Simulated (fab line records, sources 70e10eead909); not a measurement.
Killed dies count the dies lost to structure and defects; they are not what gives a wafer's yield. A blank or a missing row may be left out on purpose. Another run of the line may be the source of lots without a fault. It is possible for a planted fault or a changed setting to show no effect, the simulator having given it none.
Struck lot and sound lot, side by side    flow nandHarc    22 out of 1302 route steps
Sound: wafers L750.1, L750.2, L750.5. Struck: wafers L768.1, L768.2, L768.6. The cause is given at the end.
Order at every step that has rows: each side's tool, ch and its chambers, its first start. Under that, the readings that differ: sound wafers    struck wafers    difference of the means    sigmas: that difference in standard deviations of wafers without a fault.
alike: readings whose means differ by less than 2 such deviations, and words and numbers that are the same on both sides. not compared: withheld readings, readings that some wafer has no value for, bounds like >300 that may hide the same value, and numbers for which the record gives no deviation and whose values overlap.
Wherever a step has rows on one side only, a row that says differs or no value, or a row with sigmas, the two part there. Numbers that have no deviation but don't overlap get no sigmas and don't part them. Lack of a reading on every wafer of one side parts them only where that side has two or more wafers.

first, 1 step without rows for these wafers: NHARC_A_SGD_CUT_ETCH_26 (etches SiO2 in dHF, target depth 45.8 nm).
NHARC_A_SGD_CUT_ETCHBACK_24: etches the open film in CH3F/O2, target depth 50 nm, time 92.857 s.
  sound on rieDiel-06 ch 0,1,3, day 21 14:11; struck on rieDiel-11 ch 0,1,2, day 28 10:47
reading              sound           struck          difference  sigmas
oesProductAu (a.u.)  1.00 1.00 1.00  0.92 0.92 0.93  -0.08       -2
  alike: drypumpMotorCurrentA, rfVppV, showerheadPlenumPTorr, throttleValvePct
  not compared: rfHoursCounterH
then, 1 step without rows for these wafers: NHARC_A_SGD_CUT_STRIP_28 (strips in O2, time 20 s).
NHARC_A_SGD_CUT_INSPECT_25:
  sound: defectInspect-02 at day 21 14:25; struck: defectInspect-02 at day 28 10:59
  alike: rawDefectCount
then, 1 step without rows for these wafers: NHARC_A_SLIT_DEP_25 (deposits SiO2, target thk 200 nm).
NHARC_A_SLIT_DEP_00: deposits aC, target thk 6200 nm.
  sound on aclDep-03 ch 0, day 21 17:53; struck on aclDep-03 ch 0, day 28 12:37
  alike: throttleValvePct
NHARC_A_SLIT_DEP_23: deposits SiON, target thk 100 nm.
  sound on pecvd-02 ch 0,2, day 21 21:43; struck on pecvd-02 ch 1,2, day 28 16:25
  alike: heaterPowerW
then, 5 steps without rows for these wafers: NHARC_A_SLIT_DEHYDRATE_01 (time 120 s); NHARC_A_SLIT_HMDS_02 (time 30 s); NHARC_A_SLIT_COAT_03 (resist thk 90 nm); NHARC_A_SLIT_SOFTBAKE_04 (time 55 s); NHARC_A_SLIT_EBR_05.
NHARC_A_SLIT_EXPOSE_06: exposes mask SLIT.
  sound on arfiScanner-01 ch 0, day 21 22:06; struck on arfiScanner-01 ch 0, day 28 16:49
reading            sound              struck             difference  sigmas
exposureDoseMJCm2  60.81 60.76 60.72  58.26 58.35 58.22  -2.49       -42
  alike: mask, stageVelMmS
then, 2 steps without rows for these wafers: NHARC_A_SLIT_PEB_07 (peb time 65 s); NHARC_A_SLIT_DEVELOP_08 (develop time 35 s).
NHARC_A_SLIT_CD_MEAS_09: target cd 300 nm.
  sound on cdSem-01 ch 0, day 21 22:14; struck on cdSem-03 ch 0, day 28 16:57
reading    sound              struck             difference  sigmas
cdNm (nm)  300.0 299.8 301.0  299.1 298.2 299.2  -1.4        -3
NHARC_A_SLIT_OVL_MEAS_10:
  sound: overlay-02 at day 21 22:20; struck: overlay-01 at day 28 17:02
  alike: overlayXNm, overlayYNm
NHARC_A_SLIT_INSPECT_11:
  sound: defectInspect-01 at day 21 22:22; struck: defectInspect-02 at day 28 17:04
reading         sound        struck    difference  sigmas
rawDefectCount  114 109 123  18 23 18  -96         -3
NHARC_A_SLIT_DESCUM_14: chemistry O2, time 3 s.
  sound on rieDiel-07 ch 0,1, day 21 22:26; struck on rieDiel-03 ch 0,2,3, day 28 17:08
reading                       sound           struck          difference  sigmas
showerheadPlenumPTorr (Torr)  2.00 2.02 2.02  1.80 1.89 1.79  -0.19       -3
  alike: drypumpMotorCurrentA, oesProductAu, rfVppV, throttleValvePct
  not compared: rfHoursCounterH
NHARC_A_SLIT_ETCH_24: etches the open film in CF4/CHF3, target depth 121 nm, time 60.5 s.
  sound on rieDiel-07 ch 0,1,2, day 21 22:31; struck on rieDiel-03 ch 2,3, day 28 17:13
reading                       sound                 struck                difference  sigmas
rfVppV (V)                    373.3 370.9 374.1     367.4 366.8 367.9     -5.4        -2
showerheadPlenumPTorr (Torr)  1.66 1.61 1.64        1.48 1.48 1.48        -0.16       -3
throttleValvePct (%)          16.785 16.798 16.801  16.810 16.820 16.821  +0.022      +2
  alike: drypumpMotorCurrentA, oesProductAu
  not compared: rfHoursCounterH, model.A_SLIT.cdOffsetNm
NHARC_A_SLIT_ETCH_15: etches the open film in O2/COS, target depth 6200 nm, time 1612 s.
  sound on rieDiel-07 ch 0,2,3; struck on rieDiel-03 ch 0,2
  alike: drypumpMotorCurrentA, oesProductAu, rfVppV, showerheadPlenumPTorr, throttleValvePct
  not compared: rfHoursCounterH, model.A_SLIT.cdOffsetNm
NHARC_A_SLIT_ETCH_17: etches the open film in C4F8/O2/Ar, time 4254.5 s, target depth 20300 nm.
  sound on harEtch-01 ch 0,1, day 22 01:38; struck on harEtch-01 ch 0,1, day 28 18:23
  alike: drypumpMotorCurrentA, oesAirLineAu, showerheadPlenumPTorr, throttleValvePct
  not compared: rfHoursCounterH

## WHERE THEY PART
Last at NHARC_A_SLIT_ETCH_24 as far as this record goes, first at NHARC_A_SGD_CUT_ETCHBACK_24. Later steps at which nothing parts them and some readings are alike: NHARC_A_SLIT_ETCH_15, NHARC_A_SLIT_ETCH_17.

WHY: whatever the simulator had introduced
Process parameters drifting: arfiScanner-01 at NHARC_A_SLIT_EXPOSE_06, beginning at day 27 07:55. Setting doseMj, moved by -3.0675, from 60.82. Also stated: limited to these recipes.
